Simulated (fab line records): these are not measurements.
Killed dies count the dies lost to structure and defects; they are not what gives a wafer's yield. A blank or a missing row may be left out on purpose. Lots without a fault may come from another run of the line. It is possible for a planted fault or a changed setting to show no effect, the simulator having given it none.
fab line records / flow n5Finfet
[record] lots = 14 wafers = 34 lastDay = 16
route steps=1938 shown BEOL_M11@1588 BEOL_M12@1609 PASSIVATION@1936
lots untouched by any fault: they come from a run of this same line in which no faults occurred
startH: the number of hours between the record's first day and the start of the first shown wafer of the lot / waitH: hours elapsed since this lot's preceding step / " repeats the value in the row above / L1.1+2: one row covering several wafers at once / - no value, or no start given / * or withheld: withheld / < > ~ a bound
route shown NAME@n: NAME is a module with steps in the file, n the number in the route of the first one / usual: the fault-free wafers' mean and standard deviation / same: alike in all rows / chamber/n: place in a boat / sites: per-site readings / _std_site: the standard deviation of these / _edge_site: inner sites' mean taken away from outer sites' mean / radiusMm: for every site, how far away it sits from the centre of the wafer / mask NAME#n: copy n / behind: the last tool/chamber to shape the wafer / hold: what put the lot on hold/how long, in hours/how the hold closed / device: which transistor (n, p or np) failed to switch / end of line: the route-end tests of the same wafers / step lacking rows: just its recipe / killed: at the first sort, the dies lost to defects and structure; wafer yield is something else / map: dies across one wafer; x = killed, . = not, _ = none there
set.NAME: the run value of the setting; set.NAME@STEP: its run value at that earlier step / model.NAME: the simulator's own value behind a step, which no gauge read
route steps across a sampled set of lots; one table per step, one row per wafer
services: when a tool's chamber went out of use (startH, in hours from the record's first day, below 0 if earlier), for how many hours, and the reason
[[steps]]
[step N5_BEOL_M11_DEGAS_44]
[recipe] ambient = vacuum tempC = 250 timeS = 60
[usual] heaterPowerW = 345/34
lot.wafer=L633.4 tool=pvdSputter-01 chamber=- startH=231.40 waitH=0.5 heaterPowerW=388
lot.wafer=L633.5 tool=pvdSputter-01 chamber=- startH=231.40 waitH=0.5 heaterPowerW=371
lot.wafer=L633.6 tool=pvdSputter-01 chamber=- startH=231.40 waitH=0.5 heaterPowerW=394
lot.wafer=L636.2 tool=pvdSputter-03 chamber=- startH=246.23 waitH=0.2 heaterPowerW=335
lot.wafer=L636.3 tool=pvdSputter-03 chamber=- startH=246.23 waitH=0.2 heaterPowerW=374
lot.wafer=L635.3 tool=pvdSputter-01 chamber=- startH=249.30 waitH=0.8 heaterPowerW=315
lot.wafer=L635.6 tool=pvdSputter-01 chamber=- startH=249.30 waitH=0.8 heaterPowerW=360
lot.wafer=L639.1 tool=pvdSputter-01 chamber=- startH=256.86 waitH=0.4 heaterPowerW=392
lot.wafer=L639.6 tool=pvdSputter-01 chamber=- startH=256.86 waitH=0.4 heaterPowerW=298
lot.wafer=L641.4 tool=pvdSputter-03 chamber=- startH=275.56 waitH=0.3 heaterPowerW=349
lot.wafer=L641.5 tool=pvdSputter-03 chamber=- startH=275.56 waitH=0.3 heaterPowerW=401
lot.wafer=L640.1 tool=pvdSputter-03 chamber=- startH=275.72 waitH=0.5 heaterPowerW=409
lot.wafer=L640.3 tool=pvdSputter-03 chamber=- startH=275.72 waitH=0.5 heaterPowerW=336
lot.wafer=L642.2 tool=pvdSputter-02 chamber=- startH=277.83 waitH=0.5 heaterPowerW=328
lot.wafer=L642.3 tool=pvdSputter-02 chamber=- startH=277.83 waitH=0.5 heaterPowerW=303
lot.wafer=L642.6 tool=pvdSputter-02 chamber=- startH=277.83 waitH=0.5 heaterPowerW=336
lot.wafer=L643.2 tool=pvdSputter-02 chamber=- startH=281.79 waitH=1.1 heaterPowerW=339
lot.wafer=L643.5 tool=pvdSputter-02 chamber=- startH=281.79 waitH=1.1 heaterPowerW=348
lot.wafer=L645.5 tool=pvdSputter-02 chamber=- startH=306.61 waitH=0.2 heaterPowerW=347
lot.wafer=L645.6 tool=pvdSputter-02 chamber=- startH=306.61 waitH=0.2 heaterPowerW=328
lot.wafer=L646.1 tool=pvdSputter-01 chamber=- startH=314.16 waitH=0.9 heaterPowerW=399
lot.wafer=L646.5 tool=pvdSputter-01 chamber=- startH=314.16 waitH=0.9 heaterPowerW=320
lot.wafer=L648.1 tool=pvdSputter-01 chamber=- startH=323.47 waitH=0.5 heaterPowerW=303
lot.wafer=L648.3 tool=pvdSputter-01 chamber=- startH=323.47 waitH=0.5 heaterPowerW=402
lot.wafer=L648.5 tool=pvdSputter-01 chamber=- startH=323.47 waitH=0.5 heaterPowerW=402
lot.wafer=L651.2 tool=pvdSputter-01 chamber=- startH=334.71 waitH=0.2 heaterPowerW=370
lot.wafer=L651.3 tool=pvdSputter-01 chamber=- startH=334.71 waitH=0.2 heaterPowerW=313
lot.wafer=L651.4 tool=pvdSputter-01 chamber=- startH=334.71 waitH=0.2 heaterPowerW=397
lot.wafer=L650.1 tool=pvdSputter-01 chamber=- startH=337.83 waitH=0.5 heaterPowerW=298
lot.wafer=L650.2 tool=pvdSputter-01 chamber=- startH=337.83 waitH=0.5 heaterPowerW=397
lot.wafer=L650.4 tool=pvdSputter-01 chamber=- startH=337.83 waitH=0.5 heaterPowerW=361
lot.wafer=L654.4 tool=pvdSputter-03 chamber=- startH=354.58 waitH=1.9 heaterPowerW=368
lot.wafer=L654.5 tool=pvdSputter-03 chamber=- startH=354.58 waitH=1.9 heaterPowerW=370
lot.wafer=L654.6 tool=pvdSputter-03 chamber=- startH=354.58 waitH=1.9 heaterPowerW=403
[step N5_BEOL_M12_PEB_08]
[recipe] pebTempC = 130 pebTimeS = 90
[usual] heaterPowerTotalW = 172.5/0.8 plateTempC = 129.98/0.12
lot.wafer=L633.4 tool=lithoTrack-04 chamber=0 startH=233.81 waitH=0.0 heaterPowerTotalW=172.1 plateTempC=129.91
lot.wafer=L633.5 tool=lithoTrack-04 chamber=0 startH=233.81 waitH=0.0 heaterPowerTotalW=172.2 plateTempC=129.87
lot.wafer=L633.6 tool=lithoTrack-04 chamber=0 startH=233.81 waitH=0.0 heaterPowerTotalW=173.2 plateTempC=130.02
lot.wafer=L636.2 tool=lithoTrack-03 chamber=0 startH=248.43 waitH=0.0 heaterPowerTotalW=172.4 plateTempC=130.14
lot.wafer=L636.3 tool=lithoTrack-03 chamber=0 startH=248.43 waitH=0.0 heaterPowerTotalW=172.7 plateTempC=130.02
lot.wafer=L635.3 tool=lithoTrack-05 chamber=0 startH=251.72 waitH=0.0 heaterPowerTotalW=172.9 plateTempC=130.14
lot.wafer=L635.6 tool=lithoTrack-05 chamber=0 startH=251.72 waitH=0.0 heaterPowerTotalW=172.4 plateTempC=130.15
lot.wafer=L639.1 tool=lithoTrack-03 chamber=0 startH=260.26 waitH=0.1 heaterPowerTotalW=173.1 plateTempC=129.98
lot.wafer=L639.6 tool=lithoTrack-03 chamber=0 startH=260.26 waitH=0.1 heaterPowerTotalW=172.8 plateTempC=129.87
lot.wafer=L641.4 tool=lithoTrack-03 chamber=0 startH=277.83 waitH=0.0 heaterPowerTotalW=171.2 plateTempC=129.89
lot.wafer=L641.5 tool=lithoTrack-03 chamber=0 startH=277.83 waitH=0.0 heaterPowerTotalW=170.8 plateTempC=129.94
lot.wafer=L640.1 tool=lithoTrack-03 chamber=0 startH=278.13 waitH=0.1 heaterPowerTotalW=172.5 plateTempC=129.91
lot.wafer=L640.3 tool=lithoTrack-03 chamber=0 startH=278.13 waitH=0.1 heaterPowerTotalW=170.7 plateTempC=130.00
lot.wafer=L642.2 tool=lithoTrack-03 chamber=0 startH=280.50 waitH=0.0 heaterPowerTotalW=172.8 plateTempC=130.06
lot.wafer=L642.3 tool=lithoTrack-03 chamber=0 startH=280.50 waitH=0.0 heaterPowerTotalW=172.7 plateTempC=130.15
lot.wafer=L642.6 tool=lithoTrack-03 chamber=0 startH=280.50 waitH=0.0 heaterPowerTotalW=171.5 plateTempC=129.98
lot.wafer=L643.2 tool=lithoTrack-05 chamber=0 startH=284.01 waitH=0.0 heaterPowerTotalW=171.5 plateTempC=129.94
lot.wafer=L643.5 tool=lithoTrack-05 chamber=0 startH=284.01 waitH=0.0 heaterPowerTotalW=173.7 plateTempC=129.78
lot.wafer=L645.5 tool=lithoTrack-05 chamber=0 startH=308.89 waitH=0.0 heaterPowerTotalW=172.8 plateTempC=129.88
lot.wafer=L645.6 tool=lithoTrack-05 chamber=0 startH=308.89 waitH=0.0 heaterPowerTotalW=171.8 plateTempC=130.18
lot.wafer=L646.1 tool=lithoTrack-05 chamber=0 startH=316.24 waitH=0.1 heaterPowerTotalW=172.0 plateTempC=129.95
lot.wafer=L646.5 tool=lithoTrack-05 chamber=0 startH=316.24 waitH=0.1 heaterPowerTotalW=170.9 plateTempC=130.01
lot.wafer=L648.1 tool=lithoTrack-03 chamber=0 startH=325.60 waitH=0.1 heaterPowerTotalW=172.7 plateTempC=129.93
lot.wafer=L648.3 tool=lithoTrack-03 chamber=0 startH=325.60 waitH=0.1 heaterPowerTotalW=172.1 plateTempC=130.31
lot.wafer=L648.5 tool=lithoTrack-03 chamber=0 startH=325.60 waitH=0.1 heaterPowerTotalW=170.9 plateTempC=130.21
lot.wafer=L651.2 tool=lithoTrack-03 chamber=0 startH=337.27 waitH=0.0 heaterPowerTotalW=164.7 plateTempC=126.44
lot.wafer=L651.3 tool=lithoTrack-03 chamber=0 startH=337.27 waitH=0.0 heaterPowerTotalW=167.4 plateTempC=126.49
lot.wafer=L651.4 tool=lithoTrack-03 chamber=0 startH=337.27 waitH=0.0 heaterPowerTotalW=166.2 plateTempC=126.33
lot.wafer=L650.1 tool=lithoTrack-03 chamber=0 startH=340.01 waitH=0.1 heaterPowerTotalW=165.2 plateTempC=126.40
lot.wafer=L650.2 tool=lithoTrack-03 chamber=0 startH=340.01 waitH=0.1 heaterPowerTotalW=165.7 plateTempC=126.47
lot.wafer=L650.4 tool=lithoTrack-03 chamber=0 startH=340.01 waitH=0.1 heaterPowerTotalW=166.5 plateTempC=126.50
lot.wafer=L654.4 tool=lithoTrack-04 chamber=0 startH=356.89 waitH=0.0 heaterPowerTotalW=173.9 plateTempC=129.95
lot.wafer=L654.5 tool=lithoTrack-04 chamber=0 startH=356.89 waitH=0.0 heaterPowerTotalW=172.0 plateTempC=129.84
lot.wafer=L654.6 tool=lithoTrack-04 chamber=0 startH=356.89 waitH=0.0 heaterPowerTotalW=172.0 plateTempC=129.90
[step N5_BEOL_M12_CD_MEAS_10]
[recipe] targetCdNm = 140 landingEnergyEv = 500 detector = seInlens polarity = opening
[usual] cdNm = 140/3.1
lot.wafer=L633.4 tool=cdSem-03 chamber=0 startH=233.93 waitH=- cdNm=143
lot.wafer=L633.5 tool=cdSem-03 chamber=0 startH=233.93 waitH=- cdNm=142
lot.wafer=L633.6 tool=cdSem-03 chamber=0 startH=233.93 waitH=- cdNm=141
lot.wafer=L636.2 tool=cdSem-01 chamber=0 startH=248.54 waitH=- cdNm=139
lot.wafer=L636.3 tool=cdSem-01 chamber=0 startH=248.54 waitH=- cdNm=142
lot.wafer=L635.3 tool=cdSem-03 chamber=0 startH=251.83 waitH=- cdNm=138
lot.wafer=L635.6 tool=cdSem-03 chamber=0 startH=251.83 waitH=- cdNm=137
lot.wafer=L639.1 tool=cdSem-03 chamber=0 startH=260.38 waitH=- cdNm=139
lot.wafer=L639.6 tool=cdSem-03 chamber=0 startH=260.38 waitH=- cdNm=141
lot.wafer=L641.4 tool=cdSem-03 chamber=0 startH=277.95 waitH=- cdNm=140
lot.wafer=L641.5 tool=cdSem-03 chamber=0 startH=277.95 waitH=- cdNm=142
lot.wafer=L640.1 tool=cdSem-03 chamber=0 startH=278.24 waitH=- cdNm=143
lot.wafer=L640.3 tool=cdSem-03 chamber=0 startH=278.24 waitH=- cdNm=138
lot.wafer=L642.2 tool=cdSem-02 chamber=0 startH=280.61 waitH=- cdNm=144
lot.wafer=L642.3 tool=cdSem-02 chamber=0 startH=280.61 waitH=- cdNm=145
lot.wafer=L642.6 tool=cdSem-02 chamber=0 startH=280.61 waitH=- cdNm=143
lot.wafer=L643.2 tool=cdSem-03 chamber=0 startH=284.12 waitH=- cdNm=139
lot.wafer=L643.5 tool=cdSem-03 chamber=0 startH=284.12 waitH=- cdNm=139
lot.wafer=L645.5 tool=cdSem-03 chamber=0 startH=309.00 waitH=- cdNm=139
lot.wafer=L645.6 tool=cdSem-03 chamber=0 startH=309.00 waitH=- cdNm=140
lot.wafer=L646.1 tool=cdSem-03 chamber=0 startH=316.35 waitH=- cdNm=138
lot.wafer=L646.5 tool=cdSem-03 chamber=0 startH=316.35 waitH=- cdNm=139
lot.wafer=L648.1 tool=cdSem-01 chamber=0 startH=325.71 waitH=- cdNm=143
lot.wafer=L648.3 tool=cdSem-01 chamber=0 startH=325.71 waitH=- cdNm=142
lot.wafer=L648.5 tool=cdSem-01 chamber=0 startH=325.71 waitH=- cdNm=140
lot.wafer=L651.2 tool=cdSem-02 chamber=0 startH=337.39 waitH=- cdNm=128
lot.wafer=L651.3 tool=cdSem-02 chamber=0 startH=337.39 waitH=- cdNm=126
lot.wafer=L651.4 tool=cdSem-02 chamber=0 startH=337.39 waitH=- cdNm=128
lot.wafer=L650.1 tool=cdSem-01 chamber=0 startH=340.12 waitH=- cdNm=128
lot.wafer=L650.2 tool=cdSem-01 chamber=0 startH=340.12 waitH=- cdNm=130
lot.wafer=L650.4 tool=cdSem-01 chamber=0 startH=340.12 waitH=- cdNm=132
lot.wafer=L654.4 tool=cdSem-01 chamber=0 startH=357.01 waitH=- cdNm=143
lot.wafer=L654.5 tool=cdSem-01 chamber=0 startH=357.01 waitH=- cdNm=143
lot.wafer=L654.6 tool=cdSem-01 chamber=0 startH=357.01 waitH=- cdNm=145
[step N5_BEOL_M12_DESCUM_15]
[recipe] chemistry = O2 timeS = 7.9 sourcePowerW = 50 biasPowerW = 20 pressureMtorr = 20 rfFrequencyHz = 2.712e+07 tempC = 40 o2FlowSccm = 225
[usual] drypumpMotorCurrentA = 5.7/0.49 oesProductAu = 0.78/0.067 rfVppV = 242.9/1.3 showerheadPlenumPTorr = 2.07/0.046 throttleValvePct = 20.52/0.22
lot.wafer=L633.4 tool=rieDiel-05 chamber=0 startH=234.03 waitH=0.0 drypumpMotorCurrentA=5.1 oesProductAu=0.85 rfHoursCounterH=- rfVppV=242.3 showerheadPlenumPTorr=2.02 throttleValvePct=20.36
lot.wafer=L633.5 tool=rieDiel-05 chamber=3 startH=234.03 waitH=0.0 drypumpMotorCurrentA=5.0 oesProductAu=0.91 rfHoursCounterH=- rfVppV=243.3 showerheadPlenumPTorr=2.04 throttleValvePct=20.25
lot.wafer=L633.6 tool=rieDiel-05 chamber=2 startH=234.03 waitH=0.0 drypumpMotorCurrentA=6.7 oesProductAu=0.71 rfHoursCounterH=- rfVppV=243.7 showerheadPlenumPTorr=2.05 throttleValvePct=20.85
lot.wafer=L636.2 tool=rieDiel-01 chamber=3 startH=248.93 waitH=0.3 drypumpMotorCurrentA=6.0 oesProductAu=0.78 rfHoursCounterH=121 rfVppV=244.9 showerheadPlenumPTorr=2.08 throttleValvePct=20.46
lot.wafer=L636.3 tool=rieDiel-01 chamber=2 startH=248.93 waitH=0.3 drypumpMotorCurrentA=5.3 oesProductAu=0.74 rfHoursCounterH=159 rfVppV=246.4 showerheadPlenumPTorr=2.16 throttleValvePct=20.41
lot.wafer=L635.3 tool=rieDiel-01 chamber=3 startH=252.14 waitH=0.3 drypumpMotorCurrentA=6.0 oesProductAu=0.77 rfHoursCounterH=122 rfVppV=244.2 showerheadPlenumPTorr=2.08 throttleValvePct=20.45
lot.wafer=L635.6 tool=rieDiel-01 chamber=3 startH=252.14 waitH=0.3 drypumpMotorCurrentA=6.0 oesProductAu=0.78 rfHoursCounterH=- rfVppV=242.7 showerheadPlenumPTorr=2.08 throttleValvePct=20.48
lot.wafer=L639.1 tool=rieDiel-04 chamber=0 startH=260.66 waitH=0.2 drypumpMotorCurrentA=5.9 oesProductAu=0.76 rfHoursCounterH=155 rfVppV=242.7 showerheadPlenumPTorr=1.99 throttleValvePct=20.30
lot.wafer=L639.6 tool=rieDiel-04 chamber=1 startH=260.66 waitH=0.2 drypumpMotorCurrentA=5.4 oesProductAu=0.84 rfHoursCounterH=- rfVppV=244.0 showerheadPlenumPTorr=2.13 throttleValvePct=20.51
lot.wafer=L641.4 tool=rieDiel-04 chamber=1 startH=278.43 waitH=0.4 drypumpMotorCurrentA=5.4 oesProductAu=0.83 rfHoursCounterH=90 rfVppV=242.7 showerheadPlenumPTorr=2.13 throttleValvePct=20.52
lot.wafer=L641.5 tool=rieDiel-04 chamber=3 startH=278.43 waitH=0.4 drypumpMotorCurrentA=6.0 oesProductAu=0.88 rfHoursCounterH=- rfVppV=241.9 showerheadPlenumPTorr=2.04 throttleValvePct=20.25
lot.wafer=L640.1 tool=rieDiel-05 chamber=1 startH=278.52 waitH=0.2 drypumpMotorCurrentA=5.8 oesProductAu=0.82 rfHoursCounterH=86 rfVppV=242.3 showerheadPlenumPTorr=2.05 throttleValvePct=20.62
lot.wafer=L640.3 tool=rieDiel-05 chamber=0 startH=278.52 waitH=0.2 drypumpMotorCurrentA=5.1 oesProductAu=0.82 rfHoursCounterH=99 rfVppV=242.0 showerheadPlenumPTorr=2.02 throttleValvePct=20.37
lot.wafer=L642.2 tool=rieDiel-01 chamber=0 startH=280.70 waitH=0.0 drypumpMotorCurrentA=6.3 oesProductAu=0.74 rfHoursCounterH=177 rfVppV=243.0 showerheadPlenumPTorr=2.10 throttleValvePct=20.55
lot.wafer=L642.3 tool=rieDiel-01 chamber=3 startH=280.70 waitH=0.0 drypumpMotorCurrentA=6.0 oesProductAu=0.76 rfHoursCounterH=134 rfVppV=243.9 showerheadPlenumPTorr=2.08 throttleValvePct=20.49
lot.wafer=L642.6 tool=rieDiel-01 chamber=3 startH=280.70 waitH=0.0 drypumpMotorCurrentA=6.0 oesProductAu=0.77 rfHoursCounterH=- rfVppV=242.4 showerheadPlenumPTorr=2.08 throttleValvePct=20.49
lot.wafer=L643.2 tool=rieDiel-05 chamber=1 startH=284.21 waitH=0.0 drypumpMotorCurrentA=5.8 oesProductAu=0.82 rfHoursCounterH=88 rfVppV=243.4 showerheadPlenumPTorr=2.05 throttleValvePct=20.62
lot.wafer=L643.5 tool=rieDiel-05 chamber=2 startH=284.21 waitH=0.0 drypumpMotorCurrentA=6.6 oesProductAu=0.70 rfHoursCounterH=- rfVppV=244.2 showerheadPlenumPTorr=2.05 throttleValvePct=20.90
lot.wafer=L645.5 tool=rieDiel-04 chamber=0 startH=309.18 waitH=0.1 drypumpMotorCurrentA=6.0 oesProductAu=0.74 rfHoursCounterH=- rfVppV=241.3 showerheadPlenumPTorr=1.99 throttleValvePct=20.35
lot.wafer=L645.6 tool=rieDiel-04 chamber=1 startH=309.18 waitH=0.1 drypumpMotorCurrentA=5.4 oesProductAu=0.81 rfHoursCounterH=- rfVppV=244.1 showerheadPlenumPTorr=2.12 throttleValvePct=20.53
lot.wafer=L646.1 tool=rieDiel-01 chamber=2 startH=316.44 waitH=0.0 drypumpMotorCurrentA=5.3 oesProductAu=0.72 rfHoursCounterH=186 rfVppV=243.6 showerheadPlenumPTorr=2.15 throttleValvePct=20.46
lot.wafer=L646.5 tool=rieDiel-01 chamber=3 startH=316.44 waitH=0.0 drypumpMotorCurrentA=6.0 oesProductAu=0.76 rfHoursCounterH=- rfVppV=243.4 showerheadPlenumPTorr=2.07 throttleValvePct=20.51
lot.wafer=L648.1 tool=rieDiel-05 chamber=0 startH=325.84 waitH=0.1 drypumpMotorCurrentA=5.1 oesProductAu=0.81 rfHoursCounterH=117 rfVppV=243.3 showerheadPlenumPTorr=2.01 throttleValvePct=20.38
lot.wafer=L648.3 tool=rieDiel-05 chamber=3 startH=325.84 waitH=0.1 drypumpMotorCurrentA=5.0 oesProductAu=0.86 rfHoursCounterH=80 rfVppV=242.9 showerheadPlenumPTorr=2.02 throttleValvePct=20.32
lot.wafer=L648.5 tool=rieDiel-05 chamber=3 startH=325.84 waitH=0.1 drypumpMotorCurrentA=4.9 oesProductAu=0.85 rfHoursCounterH=- rfVppV=242.6 showerheadPlenumPTorr=2.02 throttleValvePct=20.32
lot.wafer=L651.2 tool=rieDiel-05 chamber=2 startH=337.53 waitH=0.1 drypumpMotorCurrentA=6.7 oesProductAu=0.67 rfHoursCounterH=240 rfVppV=242.3 showerheadPlenumPTorr=2.04 throttleValvePct=20.91
lot.wafer=L651.3 tool=rieDiel-05 chamber=0 startH=337.53 waitH=0.1 drypumpMotorCurrentA=5.1 oesProductAu=0.80 rfHoursCounterH=122 rfVppV=242.3 showerheadPlenumPTorr=2.01 throttleValvePct=20.41
lot.wafer=L651.4 tool=rieDiel-05 chamber=2 startH=337.53 waitH=0.1 drypumpMotorCurrentA=6.7 oesProductAu=0.67 rfHoursCounterH=- rfVppV=243.2 showerheadPlenumPTorr=2.04 throttleValvePct=20.90
lot.wafer=L650.1 tool=rieDiel-04 chamber=0 startH=340.47 waitH=0.3 drypumpMotorCurrentA=5.9 oesProductAu=0.72 rfHoursCounterH=183 rfVppV=241.2 showerheadPlenumPTorr=1.98 throttleValvePct=20.33
lot.wafer=L650.2 tool=rieDiel-04 chamber=3 startH=340.47 waitH=0.3 drypumpMotorCurrentA=6.0 oesProductAu=0.84 rfHoursCounterH=80 rfVppV=240.7 showerheadPlenumPTorr=2.03 throttleValvePct=20.29
lot.wafer=L650.4 tool=rieDiel-04 chamber=2 startH=340.47 waitH=0.3 drypumpMotorCurrentA=5.4 oesProductAu=0.84 rfHoursCounterH=69 rfVppV=241.4 showerheadPlenumPTorr=2.05 throttleValvePct=20.30
lot.wafer=L654.4 tool=rieDiel-01 chamber=2 startH=357.09 waitH=0.0 drypumpMotorCurrentA=5.3 oesProductAu=0.70 rfHoursCounterH=198 rfVppV=246.2 showerheadPlenumPTorr=2.15 throttleValvePct=20.46
lot.wafer=L654.5 tool=rieDiel-01 chamber=3 startH=357.09 waitH=0.0 drypumpMotorCurrentA=6.0 oesProductAu=0.75 rfHoursCounterH=- rfVppV=244.5 showerheadPlenumPTorr=2.07 throttleValvePct=20.54
lot.wafer=L654.6 tool=rieDiel-01 chamber=0 startH=357.09 waitH=0.0 drypumpMotorCurrentA=6.3 oesProductAu=0.71 rfHoursCounterH=- rfVppV=244.5 showerheadPlenumPTorr=2.09 throttleValvePct=20.60
[step N5_PASSIVATION_PROBE_49]
[usual] defectLimitedYield = 91.2/1.4 killed_at_M0_to_M3 = 32/9.3 killed_at_M4_up = 14/4.9 killedAtContacts = 15/7.5 killedAtFrontEnd = 40/11 killedAtOther = 4/3.3 killedDies = 104/17 killedOpen = 68/14 killedShort = 33/7.9 sort_bin_5_function = 5.2/0.99 sort_bin_6_memory = 3.2/0.65 sort_bin_8_speed = 0.03/0.19 sortNPass = 1076/17 sortYieldPct = 91.1/1.5
[same] grossDies = 1180 killedAtBackSide = 0 sort_bin_4_leakage[%] = 0
lot.wafer=L651.2 tool=prober-02 chamber=- startH=374.98 waitH=0.1 defectLimitedYield[%]=86.4 killed_at_M0_to_M3=21 killed_at_M4_up=75 killedAtContacts=16 killedAtFrontEnd=45 killedAtOther=3 killedDies=160 killedOpen=73 killedShort=18 sort_bin_5_function[%]=8.6 sort_bin_6_memory[%]=4.0 sort_bin_8_speed[%]=0 sortNPass=1020 sortYieldPct[%]=86.4
lot.wafer=L651.3 tool=prober-02 chamber=- startH=375.03 waitH=0.1 defectLimitedYield[%]=88.2 killed_at_M0_to_M3=23 killed_at_M4_up=70 killedAtContacts=1 killedAtFrontEnd=43 killedAtOther=2 killedDies=139 killedOpen=57 killedShort=21 sort_bin_5_function[%]=7.3 sort_bin_6_memory[%]=2.8 sort_bin_8_speed[%]=0 sortNPass=1041 sortYieldPct[%]=88.2
lot.wafer=L651.4 tool=prober-02 chamber=- startH=375.08 waitH=0.2 defectLimitedYield[%]=83.6 killed_at_M0_to_M3=23 killed_at_M4_up=114 killedAtContacts=6 killedAtFrontEnd=50 killedAtOther=1 killedDies=194 killedOpen=65 killedShort=20 sort_bin_5_function[%]=11.4 sort_bin_6_memory[%]=3.3 sort_bin_8_speed[%]=0 sortNPass=986 sortYieldPct[%]=83.6
lot.wafer=L650.1 tool=prober-02 chamber=- startH=378.42 waitH=0.0 defectLimitedYield[%]=89.8 killed_at_M0_to_M3=38 killed_at_M4_up=15 killedAtContacts=19 killedAtFrontEnd=46 killedAtOther=2 killedDies=120 killedOpen=82 killedShort=36 sort_bin_5_function[%]=6.2 sort_bin_6_memory[%]=3.6 sort_bin_8_speed[%]=0 sortNPass=1060 sortYieldPct[%]=89.8
lot.wafer=L650.2 tool=prober-02 chamber=- startH=378.47 waitH=0.1 defectLimitedYield[%]=91.1 killed_at_M0_to_M3=34 killed_at_M4_up=14 killedAtContacts=12 killedAtFrontEnd=42 killedAtOther=3 killedDies=105 killedOpen=77 killedShort=28 sort_bin_5_function[%]=5.6 sort_bin_6_memory[%]=3.3 sort_bin_8_speed[%]=0 sortNPass=1075 sortYieldPct[%]=91.1
lot.wafer=L650.4 tool=prober-02 chamber=- startH=378.57 waitH=0.2 defectLimitedYield[%]=91.2 killed_at_M0_to_M3=33 killed_at_M4_up=9 killedAtContacts=12 killedAtFrontEnd=46 killedAtOther=4 killedDies=104 killedOpen=66 killedShort=36 sort_bin_5_function[%]=5.1 sort_bin_6_memory[%]=3.4 sort_bin_8_speed[%]=0 sortNPass=1076 sortYieldPct[%]=91.2
// killed by level:class
L651.2 BEOL_M9:unspecified=68 FIN_SAQP:geometricParticle:open=12 STI_FIN_REVEAL:geometricParticle:open=12 MOL_CONTACT_COAG:geometricParticle:open=10 DUMMY_GATE:geometricParticle:open=7 MOL_CONTACT_COAG:geometricParticle:short=6 BEOL_M2:geometricParticle:open=6 BEOL_M1:geometricParticle:open=4
L651.3 BEOL_M9:unspecified=52 FIN_SAQP:geometricParticle:open=10 DUMMY_GATE:geometricParticle:open=6 BEOL_M12:areaPeb=6 BEOL_M1:geometricParticle:open=5 STI_FIN_REVEAL:geometricParticle:open=4 DUMMY_GATE:geometricParticle:short=4 GATE_CUT:geometricParticle:short=4
L651.4 BEOL_M9:unspecified=98 FIN_SAQP:geometricParticle:open=12 BEOL_M3:geometricParticle:open=8 DUMMY_GATE:geometricParticle:open=8 STI_FIN_REVEAL:geometricParticle:open=7 BEOL_M12:areaPeb=7 MOL_CONTACT_COAG:geometricParticle:open=6 FIN_SAQP:geometricParticle:short=4
L650.1 MOL_CONTACT_COAG:geometricParticle:open=14 DUMMY_GATE:geometricParticle:open=10 BEOL_M0_SAQP:geometricParticle:open=9 BEOL_M4:geometricParticle:open=7 BEOL_M3:geometricParticle:open=7 STI_FIN_REVEAL:geometricParticle:open=6 GATE_CUT:geometricParticle:open=6 BEOL_M0_SAQP:geometricParticle:short=6
L650.2 FIN_SAQP:geometricParticle:open=10 MOL_CONTACT_COAG:geometricParticle:open=10 STI_FIN_REVEAL:geometricParticle:open=9 DUMMY_GATE:geometricParticle:open=9 BEOL_M0_SAQP:geometricParticle:short=8 BEOL_M2:geometricParticle:open=8 BEOL_M4:geometricParticle:open=7 BEOL_M0_SAQP:geometricParticle:open=7
L650.4 DUMMY_GATE:geometricParticle:open=9 FIN_SAQP:geometricParticle:open=8 MOL_CONTACT_COAG:geometricParticle:open=8 STI_FIN_REVEAL:geometricParticle:open=7 BEOL_M0_SAQP:geometricParticle:short=7 BEOL_M2:geometricParticle:open=7 BEOL_M0_SAQP:geometricParticle:open=6 BEOL_M1:geometricParticle:open=6
[[services]]
tool=rieDiel-05 chamber=1 startH=230.89 hours=5.4 kind=repair
tool=rieDiel-04 chamber=2 startH=242.38 hours=12.5 kind=repair
tool=rieDiel-01 chamber=1 startH=260.23 hours=- kind=clean
tool=rieDiel-01 chamber=1 startH=260.23 hours=- kind=consumableReplace:esc
tool=rieDiel-01 chamber=1 startH=260.23 hours=- kind=consumableReplace:focusRing
tool=rieDiel-05 chamber=2 startH=298.44 hours=8.7 kind=repair
tool=lithoTrack-03 chamber=- startH=304.33 hours=- kind=consumableReplace:filter
tool=rieDiel-01 chamber=2 startH=319.59 hours=4.7 kind=repair
tool=rieDiel-05 chamber=3 startH=327.61 hours=10.9 kind=repair
tool=rieDiel-01 chamber=- startH=342.20 hours=0.2 kind=repair
[[key]]
[firstSign] step = N5_BEOL_M12_PEB_08 reading = plateTempC direction = down sigmas = 28 usual = * struck = *
[effect] step = N5_BEOL_M12_PEB_08 reading = heaterPowerTotalW direction = down sigmas = 8.2 usual = * struck = *
[effect] step = N5_BEOL_M12_CD_MEAS_10 reading = cdNm direction = down sigmas = 3.7 usual = 140 struck = 129 through = controlLoop
[effect] step = N5_PASSIVATION_PROBE_49 reading = killed_at_M4_up direction = up sigmas = 7.3 usual = 14 struck = 50 wafersMoved = 3
metAt N5_BEOL_M12_PEB_08
struckLots L650,L651
[loopTrim] step = N5_BEOL_M12_EXPOSE_07 setting = dose lots = L650
notActingAt N5_BEOL_M11_DEGAS_44,N5_BEOL_M12_DESCUM_15
onsetBetween 325.60 337.27
[earlierFault] kind = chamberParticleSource tool = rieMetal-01 chamber = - onsetH = 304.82 steps = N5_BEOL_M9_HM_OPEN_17 ratePerVisitCm2 = 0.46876
[fault] kind = processParameterDrift tool = lithoTrack-03 chamber = - onsetH = 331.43 steps = N5_BEOL_M12_PEB_08 channel = pebTempC offset = * shape = step actsIn = * stated = *
// loopTrim: a control loop set the setting to another value than it would have without faults
